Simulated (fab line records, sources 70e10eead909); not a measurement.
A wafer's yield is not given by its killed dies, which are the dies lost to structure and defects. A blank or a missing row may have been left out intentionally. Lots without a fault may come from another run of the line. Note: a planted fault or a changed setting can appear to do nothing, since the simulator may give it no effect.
The tool behind it: which one? || flow nand harc || Sampling: 6 lots, 18 wafers, 5 of 1159 route steps

== WHAT THE GAUGES SHOWED, per wafer ==
NHARC_END_SORT_01.
{"lot": "L719", "measured": "day 22 09:38", "on": "prober-02", "killed at array": "671 673 670"}
{"lot": "L721", "measured": "day 23 05:07", "on": "prober-02", "killed at array": "17 13 12"}

== WHICH TOOL RAN EACH LOT (tool, then ch and the chambers of the sampled wafers, then the start) ==
{"lot": "L706", "NHARC_A_CONTACT_DEP_84": "acl dep-02 ch 0, day 17 04:50", "NHARC_A_CONTACT_ETCH_89": "rie diel-08 ch 0,1,3, day 17 06:58", "NHARC_A_CONTACT_ETCH_135": "har cap etch-02 ch 0,1, day 17 07:59", "NHARC_A_CONTACT_ETCH_138": "har cap etch-02 ch 0,1, day 17 08:22"}
{"lot": "L713", "NHARC_A_CONTACT_DEP_84": "acl dep-01 ch 0, day 18 14:53", "NHARC_A_CONTACT_ETCH_89": "rie diel-08 ch 2,3, day 18 16:55", "NHARC_A_CONTACT_ETCH_135": "har cap etch-01 ch 0,1, day 18 17:58", "NHARC_A_CONTACT_ETCH_138": "har cap etch-01 ch 0,1, day 18 18:20"}
{"lot": "L714", "NHARC_A_CONTACT_DEP_84": "acl dep-01 ch 0, day 19 01:49", "NHARC_A_CONTACT_ETCH_89": "rie diel-07 ch 1,2,3, day 19 04:16", "NHARC_A_CONTACT_ETCH_135": "har cap etch-03 ch 0,1, day 19 05:14", "NHARC_A_CONTACT_ETCH_138": "har cap etch-03 ch 0,1, day 19 05:37"}
{"lot": "L719", "NHARC_A_CONTACT_DEP_84": "acl dep-01 ch 0, day 20 04:18", "NHARC_A_CONTACT_ETCH_89": "rie diel-08 ch 0,1,3, day 20 06:32", "NHARC_A_CONTACT_ETCH_135": "har cap etch-03 ch 0,1, day 20 07:33", "NHARC_A_CONTACT_ETCH_138": "har cap etch-03 ch 0,1, day 20 07:55"}
{"lot": "L721", "NHARC_A_CONTACT_DEP_84": "acl dep-03 ch 0, day 20 22:14", "NHARC_A_CONTACT_ETCH_89": "rie diel-05 ch 0,1,3, day 21 00:35", "NHARC_A_CONTACT_ETCH_135": "har cap etch-01 ch 0,1, day 21 01:34", "NHARC_A_CONTACT_ETCH_138": "har cap etch-01 ch 0,1, day 21 01:56"}
{"lot": "L728", "NHARC_A_CONTACT_DEP_84": "acl dep-03 ch 0, day 22 12:04", "NHARC_A_CONTACT_ETCH_89": "rie diel-07 ch 0,1, day 22 14:10", "NHARC_A_CONTACT_ETCH_135": "har cap etch-01 ch 0,1, day 22 15:17", "NHARC_A_CONTACT_ETCH_138": "har cap etch-01 ch 0,1, day 22 15:46"}
- NHARC_A_CONTACT_DEP_84: deposits aC, target thk 2000 nm.
- NHARC_A_CONTACT_ETCH_89: etches the open film in N2/H2, target depth 260 nm, time 475.3 s.
- NHARC_A_CONTACT_ETCH_135: etches the open film in C4F8/O2/Ar, time 132 s, target depth 1287 nm.
- NHARC_A_CONTACT_ETCH_138: etches the open film in C4F8/O2/Ar, time 132 s, target depth 1289 nm.

== THE ANSWER, worked out from the rows above alone ==
Rule: what is usual is taken from the lots themselves. The widest of any qualifying gaps counts: lots, ordered by their means at a reading, are off when they make up no more than a third of the lots, leave a main group of 4 or more, and stand apart from it by 3 or more times the standard deviation of that group's means. A main group whose means are all the same, to the digits that the tables above print for the reading, isn't used. Also off: a lot with no number at a reading for which 4 or more lots have one. Any other lot the step has rows for is counted as sound.
Across all readings shown, no lot is off: no conclusion can be drawn from this.

== WHAT THE SIMULATOR HAD INSERTED ==
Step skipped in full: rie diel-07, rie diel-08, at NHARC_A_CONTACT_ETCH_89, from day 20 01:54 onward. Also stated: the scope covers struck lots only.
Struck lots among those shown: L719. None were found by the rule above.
